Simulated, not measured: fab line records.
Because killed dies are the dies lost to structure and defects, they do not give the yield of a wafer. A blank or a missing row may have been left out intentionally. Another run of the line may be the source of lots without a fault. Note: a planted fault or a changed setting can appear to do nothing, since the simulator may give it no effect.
fab line records	flow n5Finfet
record lots=14	wafers=42	lastDay=18
route steps=1938 shown BEOL_M4@1095 BEOL_M5@1125
lots with no fault: from the same line, run without faults
startH: start of the lot's first displayed wafer, in hours after the record's first day	waitH: hours since the lot's step before	" unchanged from the row above	L1.1+2: one row covering several wafers at once	- no value, or no start given	* or withheld: withheld	< > ~ a bound
route shown NAME@n: names a module that has steps shown in the file, with the first one's number in the route	usual: mean/standard deviation of fault-free wafers	same: alike in all rows	chamber/n: place in a boat	sites: readings site by site	_std_site: the standard deviation of these	_edge_site: mean of outer sites minus mean of inner sites	radiusMm: how far each site lies from the wafer's centre	mask NAME#n: copy n	behind: the last tool/chamber to shape the wafer	hold: what put the lot on hold/how long, in hours/how the hold closed	device: the n, p or np transistor that did not switch	end of line: tests run on the same wafers once the route is complete	a step with no rows: only its recipe	killed: not the wafer's yield, but the dies lost to structure and defects at the first sort	map: a wafer's dies, marking killed ones x, the rest . and places with no die _
set.NAME: the run value of the setting; set.NAME@STEP: its run value at that earlier step	model.NAME: the simulator's own value behind a step, which no gauge read
the route's steps for a sample of lots (tables are steps, rows are wafers)
services: a tool's chamber out of use, with start hour (startH, from the record's first day; less than 0 if before it), hours out, and reason
## steps
# step N5_BEOL_M4_ANNEAL_91
# recipe tempC=400	timeS=240	ambient=vacuum
# usual heaterPowerW=838/75
lot.wafer	tool	chamber	startH	waitH	heaterPowerW
L975.2	pvdSputter-01	-	175.08	0.0	780
L975.4	"	-	"	"	803
L975.5	"	-	"	"	792
L974.2	pvdSputter-02	-	178.25	0.0	811
L974.3	"	-	"	"	804
L974.6	"	-	"	"	804
L976.1	pvdSputter-03	-	179.94	0.0	852
L976.4	"	-	"	"	869
L976.5	"	-	"	"	839
L977.3	pvdSputter-03	-	189.26	0.0	838
L977.5	"	-	"	"	830
L977.6	"	-	"	"	883
L979.2	pvdSputter-01	-	207.64	0.0	784
L979.3	"	-	"	"	863
L979.6	"	-	"	"	873
L978.1	pvdSputter-01	-	212.28	0.0	817
L978.2	"	-	"	"	885
L978.5	"	-	"	"	799
L982.3	pvdSputter-03	-	212.65	0.0	684
L982.5	"	-	"	"	851
L982.6	"	-	"	"	874
L981.1	pvdSputter-02	-	214.55	0.0	804
L981.3	"	-	"	"	897
L981.6	"	-	"	"	805
L984.1	pvdSputter-02	-	219.04	0.0	1006
L984.4	"	-	"	"	899
L984.5	"	-	"	"	908
L985.1	pvdSputter-03	-	231.39	0.0	880
L985.3	"	-	"	"	683
L985.6	"	-	"	"	690
L986.3	pvdSputter-01	-	245.20	0.0	914
L986.4	"	-	"	"	798
L986.5	"	-	"	"	798
L987.2	pvdSputter-01	-	250.31	0.0	797
L987.3	"	-	"	"	810
L987.5	"	-	"	"	795
L996.1	pvdSputter-03	-	303.68	0.0	699
L996.3	"	-	"	"	903
L996.4	"	-	"	"	865
L997.3	pvdSputter-03	-	307.78	0.0	855
L997.5	"	-	"	"	690
L997.6	"	-	"	"	834
# step N5_BEOL_M4_SPUTTER_94
# recipe material=Cu	targetThkA=45	tempC=-20	chamberPressurePa=0.07	powerW=withheld	timeS=8.29
# usual substrateTempC=-19.99/0.1	throttleValvePct=29.4/1.2
lot.wafer	tool	chamber	startH	waitH	substrateTempC	throttleValvePct
L975.2	pvdSputter-01	-	175.44	0.1	-19.98	29.9
L975.4	"	-	"	"	-20.01	27.2
L975.5	"	-	"	"	-19.85	30.5
L974.2	pvdSputter-02	-	178.61	0.1	-20.02	28.1
L974.3	"	-	"	"	-20.02	29.9
L974.6	"	-	"	"	-19.96	29.7
L976.1	pvdSputter-03	-	180.30	0.1	-20.00	30.3
L976.4	"	-	"	"	-19.97	29.7
L976.5	"	-	"	"	-20.06	30.3
L977.3	pvdSputter-03	-	189.62	0.1	-19.86	30.4
L977.5	"	-	"	"	-19.90	29.9
L977.6	"	-	"	"	-19.84	30.3
L979.2	pvdSputter-01	-	208.00	0.1	-20.09	30.4
L979.3	"	-	"	"	-19.75	29.2
L979.6	"	-	"	"	-19.93	29.5
L978.1	pvdSputter-01	-	212.64	0.1	-19.97	27.5
L978.2	"	-	"	"	-19.87	29.4
L978.5	"	-	"	"	-19.76	29.7
L982.3	pvdSputter-03	-	213.01	0.1	-20.08	27.1
L982.5	"	-	"	"	-20.05	30.2
L982.6	"	-	"	"	-20.17	29.4
L981.1	pvdSputter-02	-	214.91	0.1	-20.05	28.0
L981.3	"	-	"	"	-20.01	30.8
L981.6	"	-	"	"	-20.15	27.9
L984.1	pvdSputter-02	-	219.40	0.1	-20.05	30.2
L984.4	"	-	"	"	-20.10	31.0
L984.5	"	-	"	"	-20.05	30.8
L985.1	pvdSputter-03	-	231.75	0.1	-19.92	29.3
L985.3	"	-	"	"	-20.00	27.4
L985.6	"	-	"	"	-20.04	27.1
L986.3	pvdSputter-01	-	245.56	0.1	-20.04	29.5
L986.4	"	-	"	"	-20.21	27.0
L986.5	"	-	"	"	-20.04	29.8
L987.2	pvdSputter-01	-	250.67	0.1	-19.97	30.3
L987.3	"	-	"	"	-20.03	27.3
L987.5	"	-	"	"	-20.07	29.9
L996.1	pvdSputter-03	-	304.04	0.1	-19.92	27.5
L996.3	"	-	"	"	-19.98	29.1
L996.4	"	-	"	"	-19.99	30.1
L997.3	pvdSputter-03	-	308.14	0.1	-19.68	30.1
L997.5	"	-	"	"	-19.89	27.2
L997.6	"	-	"	"	-20.10	29.7
# step N5_BEOL_M5_DEVELOP_10
# recipe developTimeS=30	developer=TMAH	resist=CAR-EUV	rinseLiquid=surfactantRinse	dry=airSpin	devTempC=23
# usual chillPlateTempC=23.01/0.1	developTimeS=30/0
lot.wafer	tool	chamber	startH	waitH	chillPlateTempC	developTimeS
L975.2	lithoTrack-05	0	179.99	-	22.82	30
L975.4	"	0	"	"	23.10	30
L975.5	"	0	"	"	23.08	30
L974.2	lithoTrack-05	0	182.65	-	23.06	30
L974.3	"	0	"	"	23.00	30
L974.6	"	0	"	"	23.01	30
L976.1	lithoTrack-05	0	184.01	-	22.87	30
L976.4	"	0	"	"	22.82	30
L976.5	"	0	"	"	22.95	30
L977.3	lithoTrack-01	0	194.97	-	22.85	30
L977.5	"	0	"	"	23.04	30
L977.6	"	0	"	"	23.05	30
L979.2	lithoTrack-02	0	213.73	-	22.95	30
L979.3	"	0	"	"	22.97	30
L979.6	"	0	"	"	22.90	30
L978.1	lithoTrack-01	0	216.67	-	23.03	30
L978.2	"	0	"	"	23.07	30
L978.5	"	0	"	"	22.98	30
L982.3	lithoTrack-01	0	217.42	-	23.14	30
L982.5	"	0	"	"	23.08	30
L982.6	"	0	"	"	23.13	30
L981.1	lithoTrack-05	0	221.87	-	22.93	30
L981.3	"	0	"	"	23.00	30
L981.6	"	0	"	"	23.02	30
L984.1	lithoTrack-01	0	227.60	-	23.08	30
L984.4	"	0	"	"	22.95	30
L984.5	"	0	"	"	22.95	30
L985.1	lithoTrack-02	0	236.02	-	23.10	30
L985.3	"	0	"	"	23.06	30
L985.6	"	0	"	"	23.12	30
L986.3	lithoTrack-02	-	249.43	-	-	-
L986.4	"	-	"	"	-	-
L986.5	"	-	"	"	-	-
L987.2	lithoTrack-05	-	255.80	-	-	-
L987.3	"	-	"	"	-	-
L987.5	"	-	"	"	-	-
L996.1	lithoTrack-05	0	309.64	-	23.02	30
L996.3	"	0	"	"	23.02	30
L996.4	"	0	"	"	23.06	30
L997.3	lithoTrack-02	0	312.70	-	22.87	30
L997.5	"	0	"	"	22.72	30
L997.6	"	0	"	"	22.94	30
# step N5_BEOL_M5_CD_MEAS_11
# recipe targetCdNm=27.74	landingEnergyEv=500	detector=seInlens
# usual cdNm=27.96/0.25
lot.wafer	tool	chamber	startH	waitH	cdNm
L975.2	cdSem-02	0	180.05	-	27.70
L975.4	"	0	"	"	27.84
L975.5	"	0	"	"	28.10
L974.2	cdSem-03	0	182.71	-	28.00
L974.3	"	0	"	"	28.07
L974.6	"	0	"	"	28.01
L976.1	cdSem-02	0	184.07	-	28.71
L976.4	"	0	"	"	27.87
L976.5	"	0	"	"	28.40
L977.3	cdSem-01	0	195.03	-	28.08
L977.5	"	0	"	"	27.46
L977.6	"	0	"	"	28.03
L979.2	cdSem-02	0	213.79	-	27.49
L979.3	"	0	"	"	27.71
L979.6	"	0	"	"	27.83
L978.1	cdSem-01	0	216.73	-	28.38
L978.2	"	0	"	"	28.14
L978.5	"	0	"	"	27.82
L982.3	cdSem-02	0	217.48	-	27.83
L982.5	"	0	"	"	28.37
L982.6	"	0	"	"	28.30
L981.1	cdSem-03	0	221.93	-	27.66
L981.3	"	0	"	"	27.69
L981.6	"	0	"	"	27.58
L984.1	cdSem-01	0	227.66	-	27.94
L984.4	"	0	"	"	27.99
L984.5	"	0	"	"	27.72
L985.1	cdSem-03	0	236.08	-	27.83
L985.3	"	0	"	"	28.15
L985.6	"	0	"	"	27.75
L986.3	cdSem-03	0	249.49	-	-
L986.4	"	0	"	"	-
L986.5	"	0	"	"	-
L987.2	cdSem-02	0	255.86	-	-
L987.3	"	0	"	"	-
L987.5	"	0	"	"	-
L996.1	cdSem-02	0	309.69	-	27.80
L996.3	"	0	"	"	27.40
L996.4	"	0	"	"	27.92
L997.3	cdSem-02	0	312.76	-	27.64
L997.5	"	0	"	"	27.97
L997.6	"	0	"	"	27.62
## services
tool	chamber	startH	hours	kind
pvdSputter-03	-	152.34	6.3	repair
pvdSputter-03	-	160.23	10.0	repair
lithoTrack-01	-	166.82	-	consumableReplace:filter
pvdSputter-02	-	239.55	2.6	repair
lithoTrack-02	-	268.38	-	consumableReplace:filter
lithoTrack-02	-	298.66	-	consumableReplace:filter
pvdSputter-01	-	306.96	5.3	repair
## key
firstSign step=N5_BEOL_M5_DEVELOP_10	reading=toolRecord	direction=missing
effect none on later readings
metAt N5_BEOL_M5_DEVELOP_10
struckLots L986,L987
laterRowsLeftOut L986.3,L986.4,L986.5,L987.2,L987.3,L987.5
sortLeftOut L986.3,L986.4,L986.5,L987.2,L987.3,L987.5
notActingAt N5_BEOL_M4_ANNEAL_91,N5_BEOL_M4_SPUTTER_94,N5_BEOL_M5_CD_MEAS_11
onsetBetween 236.02 249.43
fault kind=skippedStepWhole	tool=lithoTrack-02,lithoTrack-05	chamber=-	onsetH=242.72	steps=N5_BEOL_M5_DEVELOP_10	scope=struckLotsOnly
# sortLeftOut: the simulated sort isn't trusted on such a fault, so these wafers' sort isn't shown, and their yield isn't known
# laterRowsLeftOut: the simulator's readings of these wafers behind a module that went badly wrong aren't trusted and aren't shown, but for the sort
